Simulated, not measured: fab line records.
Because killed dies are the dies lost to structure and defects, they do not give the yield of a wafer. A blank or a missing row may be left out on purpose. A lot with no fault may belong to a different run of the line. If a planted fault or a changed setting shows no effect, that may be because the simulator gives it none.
Problem report, 8D (eight disciplines) form, completed by code :: flow n5_finfet :: the parts of the form that need people (team, actions taken, sign-off) are left out

== 1. PROBLEM STATEMENT ==
N5_BEOL_M2_ETCH_74, rf_fwd_power_W: mean 615.2 W over 1 wafer from 1 lot; wafers with no fault: 818.9 W, standard deviation 2.4. Measured from the usual mean, that is -85 standard deviations.
The step: etches underlayer in N2/H2, target depth 6.5 nm, time 5.2 s.
First seen on wafer L979.3, day 10 09:28, on rie_diel-03. The record holds 27 wafers of 9 lots with a number at this step. By rule, "out" or "out of limits" means more than 4 standard deviations away from the usual mean. The other wafers with a number count as sound.

== 2. WHAT IT IS; WHAT IT IS NOT ==
question: which readings at this step
is: rf_fwd_power_W, etch_rf_on_time_s, rf_vpp_V
is not: drypump_motor_current_A, showerhead_plenum_p_Torr, throttle_valve_pct

question: which lots
is: L979
is not: L965, L966, L971, L973, L975, L986, L987, L988

question: which wafers of those lots
is: L979.3
is not: L979.2, L979.5

question: read on which tools
is: rie_diel-03
is not: rie_diel-01, rie_diel-05

question: when
is: from day 10 09:28
is not: up to then (17 sound wafers); but 9 sound wafers of L986, L987, L988 came after

== 3. WHAT RULES OUT EACH SUSPECT ==
Counting: if a tool at a process step up to the reading ran every lot that is out, it stays a suspect. Sound lots after the first of them don't rule it out here, since some wafers of a struck lot are sound.
- pvd_sputter-03 at N5_BEOL_M1_ANNEAL_93 (time 240 s): kept. L979, the lot that is out, went through it at day 10 06:18; up to then, the latest sound lot through it was L975 at day 8 21:46.
- pvd_sputter-03 at N5_BEOL_M1_ANNEAL_95 (time 240 s): kept. L979, the lot that is out, went through it at day 10 06:31; up to then, the latest sound lot through it was L975 at day 8 21:59.
- rie_diel-03 at N5_BEOL_M2_ETCH_74 (etches underlayer in N2/H2, target depth 6.5 nm, time 5.2 s): kept. L979, the lot that is out, went through it at day 10 09:28; up to then, the latest sound lot through it was L973 at day 8 21:20. Out on those wafers are its own readings of etch_rf_on_time_s, rf_fwd_power_W, rf_vpp_V.
- In rie_diel-03 at N5_BEOL_M2_ETCH_74, the wafers that are out were processed in chamber 0 and their sound lot-mates in chambers 2, 3.
The count leaves pvd_sputter-03 at N5_BEOL_M1_ANNEAL_93, pvd_sputter-03 at N5_BEOL_M1_ANNEAL_95, and rie_diel-03 at N5_BEOL_M2_ETCH_74.

== 4. THE CAUSE (what the simulator had put in) ==
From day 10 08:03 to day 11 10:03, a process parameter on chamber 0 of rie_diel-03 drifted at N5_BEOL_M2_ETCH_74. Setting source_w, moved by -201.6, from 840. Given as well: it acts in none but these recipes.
Counting left 3 suspects, and this tool is among them.

== 5. THE EFFECT CHAIN, in route order ==
Each row: a reading where the mean over the struck wafers with a number is more than 3 standard deviations away from the usual. Readings are gone through only where the record gives a usual standard deviation; hours: the median, over the lots, of the time from a lot's start at the first step in this table giving one to that lot's start at this step; sigmas: the change measured in usual standard deviations.
hours: 0
step: N5_BEOL_M2_ETCH_74
reading: etch_rf_on_time_s
usual: 5.04 s
on struck wafers: 6.35
change: +1.31
sigmas: +8.2

hours: 0
step: N5_BEOL_M2_ETCH_74
reading: rf_fwd_power_W
usual: 818.9 W
on struck wafers: 615.2
change: -203.7
sigmas: -85

hours: 0
step: N5_BEOL_M2_ETCH_74
reading: rf_vpp_V
usual: 524.1 V
on struck wafers: 576.9
change: +52.8
sigmas: +21
The process steps in it:
- N5_BEOL_M2_ETCH_74: etches underlayer in N2/H2, target depth 6.5 nm, time 5.2 s.
At these later measuring or inspecting steps, every struck wafer for which the step has a row has a number for every such reading, and none has moved that far: N5_BEOL_M4_RC_MEAS_101.

== 6. WHAT WOULD HAVE CAUGHT IT SOONER ==
In this record the first reading out of limits was taken at day 10 09:28, 1 hour after the fault began at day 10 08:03.
